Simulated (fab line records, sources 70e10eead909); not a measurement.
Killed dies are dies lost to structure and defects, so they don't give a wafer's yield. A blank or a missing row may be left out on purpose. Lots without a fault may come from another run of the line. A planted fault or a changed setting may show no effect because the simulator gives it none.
Chamber matching | flow nand_harc | NHARC_P_CONTACT_CMP_24 on cmp-01: 4 sister chambers
The step polishes, t overpolish 30 s, target thk 200 nm. 4 wafers are shown with their chamber, then 12 later ones without.

WAFERS WITH THEIR CHAMBER
wafer  | chamber | motor_current_A (A)
L087.5 | 1       | 11.4
L089.1 | 0       | 13.2
L089.3 | 3       | 10.6
L089.4 | 2       | 11.9

WAFERS WITHOUT THEIR CHAMBER
wafer  | motor_current_A (A)
L091.2 | 12.5
L091.3 | 10.6
L091.6 | 10.4
L094.1 | 10.6
L094.3 | 11.8
L094.6 | 11.5
L095.2 | 11.8
L095.3 | 10.5
L095.6 | 10.6
L095.1 | 12.6
L095.4 | 12.7
L095.5 | 11.5

WHICH CHAMBER EACH WENT THROUGH
wafer  | from the rows above          | in truth
L091.2 | can't be placed: 2 or 0 or 1 | 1
L091.3 | 3                            | 3
L091.6 | 3                            | 3
L094.1 | 3                            | 3
L094.3 | can't be placed: 2 or 1      | 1
L094.6 | can't be placed: 1 or 2      | 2
L095.2 | can't be placed: 2 or 1      | 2
L095.3 | 3                            | 3
L095.6 | 3                            | 3
L095.1 | can't be placed: 0 or 2      | 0
L095.4 | can't be placed: 0 or 2      | 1
L095.5 | can't be placed: 1 or 2      | 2
Placed correctly: 5 of 12. Can't be placed from these rows: 7 (the true chamber is among the candidates in 6). Placed wrongly: 0.
How it was worked out, from the rows above alone: a wafer's distance from a chamber is the root of the sum, over the readings, of the square of ((its reading less the chamber's mean) divided by the reading's scatter). The wafer belongs to the nearest chamber; if the next one is less than 2 further off, it can't be placed. A chamber's mean is the mean of its shown wafers. The scatter: with one shown wafer a chamber, the root of the mean of the squares of how far each hidden wafer lies from its nearest shown one.
